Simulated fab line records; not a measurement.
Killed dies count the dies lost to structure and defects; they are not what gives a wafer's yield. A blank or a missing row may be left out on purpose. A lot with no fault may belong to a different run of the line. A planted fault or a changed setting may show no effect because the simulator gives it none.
Chamber matching | flow nand harc | 4 sister chambers for NHARC_P_M2_STRIP_18 on rie diel-04
The step strips in N2/H2. 8 wafers are shown with their chamber, then 9 later ones without.

EACH WAFER AND ITS CHAMBER
wafer  | chamber | drypump motor current A (A) | rf vpp V (V)
L240.4 | 3       | 5.84                        | 91.4
L245.3 | 2       | 6.23                        | 90.1
L245.4 | 0       | 6.23                        | 89.9
L247.3 | 0       | 6.24                        | 88.6
L247.6 | 1       | 5.66                        | 90.6
L248.3 | 1       | 5.60                        | 89.5
L248.4 | 2       | 6.25                        | 91.3
L248.5 | 3       | 5.83                        | 90.9

WAFERS MISSING THEIR CHAMBER
wafer  | drypump motor current A (A) | rf vpp V (V)
L255.1 | 6.22                        | 91.0
L255.3 | 6.22                        | 88.3
L255.5 | 6.23                        | 90.7
L254.1 | 6.24                        | 90.2
L254.2 | 5.82                        | 92.1
L254.5 | 6.23                        | 92.4
L256.1 | 6.22                        | 91.1
L256.2 | 5.84                        | 91.5
L256.6 | 5.87                        | 91.7

CHAMBER TAKEN BY EACH
wafer  | from the rows above     | in truth
L255.1 | can't be placed: 2 or 0 | 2
L255.3 | can't be placed: 0 or 2 | 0
L255.5 | can't be placed: 2 or 0 | 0
L254.1 | can't be placed: 2 or 0 | 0
L254.2 | 3                       | 3
L254.5 | can't be placed: 2 or 0 | 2
L256.1 | can't be placed: 2 or 0 | 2
L256.2 | 3                       | 3
L256.6 | 3                       | 3
Placed correctly: 3 of 9. From these rows, 6 cannot be placed; in 6 the true chamber is one of the candidates. Number placed wrongly: 0.
How it was worked out, from the rows above alone: a wafer's distance from a chamber is the root of the sum, over the readings, of the square of ((its reading less the chamber's mean) divided by the reading's scatter). If the next closest chamber is less than 2 further off than the closest, the wafer can't be placed; otherwise it belongs to the closest. Each chamber's mean is taken over the wafers shown for it. The scatter: take each reading less its chamber's mean, square it, sum over the shown wafers, divide by the number of wafers less the number of chambers, and take the root.
